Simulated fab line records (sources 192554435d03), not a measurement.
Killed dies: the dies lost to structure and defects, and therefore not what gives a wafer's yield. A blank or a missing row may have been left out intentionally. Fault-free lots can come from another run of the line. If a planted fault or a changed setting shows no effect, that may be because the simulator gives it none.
Split-lot experiment -- flow n5Finfet -- route with 1938 steps; 7 lots, 21 wafers read

ON THE SPLIT
At N5_PMOS_HMC_CHANNEL_EPI_EXPOSE_06 (exposes mask PMOS HMC BLK, target cd 240 nm), the setting doseMj was moved away from the recipe's 41 on 5 of the 21 wafers read, by -6.6% to +4.5%. All remaining wafers had this setting at the recipe value.

FROM THE SPLIT TO THE READING: what the file shows between them, 1 step
- N5_PMOS_HMC_CHANNEL_EPI_DEVELOP_08: develop time 30 s (also split here: developTimeS)

THE READING
cdNm, in nm, at N5_PMOS_HMC_CHANNEL_EPI_CD_MEAS_09 (target cd 237.4 nm). Fault-free wafers of this fab line usually give 236.9 nm, standard deviation 0.91 nm.

wafer,"tool, chamber at the split",doseMj as run,against the recipe,"cdNm, nm",against lot-mates on the recipe
L080.1,"arfiScanner-02, 0",42.57,+3.8%,239.6,+4.0
L080.4,"arfiScanner-02, 0",41,recipe,234.9,-
L080.6,"arfiScanner-02, 0",41,recipe,236.2,-
L081.3,"arfiScanner-01, 0",38.28,-6.6%,234.7,-3.2
L081.4,"arfiScanner-01, 0",41,recipe,237.8,-
L081.5,"arfiScanner-01, 0",41,recipe,238.0,-
L085.3,"arfiScanner-01, 0",41,recipe,237.5,-
L085.4,"arfiScanner-01, 0",42.83,+4.5%,240.4,+3.0
L085.5,"arfiScanner-01, 0",41,recipe,237.3,-
L089.2,"arfiScanner-01, 0",41,recipe,237.4,-
L089.4,"arfiScanner-01, 0",41,recipe,237.2,-
L089.5,"arfiScanner-01, 0",41,recipe,239.8,-
L092.1,"arfiScanner-03, 0",41,recipe,237.4,-
L092.4,"arfiScanner-03, 0",41,recipe,237.4,-
L092.6,"arfiScanner-03, 0",41,recipe,237.8,-
L094.3,"arfiScanner-03, 0",41,recipe,236.3,-
L094.4,"arfiScanner-03, 0",41,recipe,236.4,-
L094.5,"arfiScanner-03, 0",41,recipe,236.7,-
L095.3,"arfiScanner-03, 0",41,recipe,237.2,-
L095.4,"arfiScanner-03, 0",38.48,-6.1%,231.6,-5.6
L095.5,"arfiScanner-03, 0",38.48,-6.1%,230.8,-6.4

THE FIT
A straight line over all 21 wafers: cdNm changes by +0.735 nm for each +1% of doseMj; r = +0.87; the points scatter about the line by 1.2 nm.
The same after taking each lot's own level away (the mean of its wafers on the recipe; 21 wafers): +0.805 nm for each +1%; r = +0.94; scatter 0.85 nm.
According to that fit, moving doseMj by its largest amount changes the reading by 5.3 nm.
From 235.55 to 238.13 nm: that is the span of the lots' own levels, equal to 2.8 times the standard deviation above.
Consequently the slope shifts little with the lot-to-lot level, the two slopes agreeing.
Check: -6.23 nm against its lot-mates is what the line predicts for one of the wafers moved furthest among these (-6.6%) when that wafer is left out of the fit. It came out at -3.2 nm against them.

THESE WAFERS: OTHER SPLITS
Note: prior to the reading, these wafers also went through further splits. Each is held against what the fit with the lots' levels taken away leaves over:
other split on the same wafers,wafers away from the commonest value,r with cdNm (lot level and that fit taken away)
N5_WELL_APT_COAT_02 spinRpm,9,+0.01
N5_PMOS_HMC_CHANNEL_EPI_DEVELOP_08 developTimeS,8,+0.75

THE WHOLE CHAIN: every reading that the file lists as answering this split, in the file's order
step,what it does,reading,change (the file's fit),r (the file's)
N5_PMOS_HMC_CHANNEL_EPI_CD_MEAS_09,target cd 237.4 nm,cdNm,+0.744 nm for each +1% of the setting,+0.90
N5_PMOS_HMC_CHANNEL_EPI_DESCUM_14,"chemistry O2, time 7.9 s","PMOS_HMC_CHANNEL_EPI.cdNm (the simulator's own value, which no gauge read)",+0.725 nm for each +1% of the setting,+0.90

THE FILE'S OWN FIT
cdNm changes by +0.744 nm for each +1% of doseMj, r = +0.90.
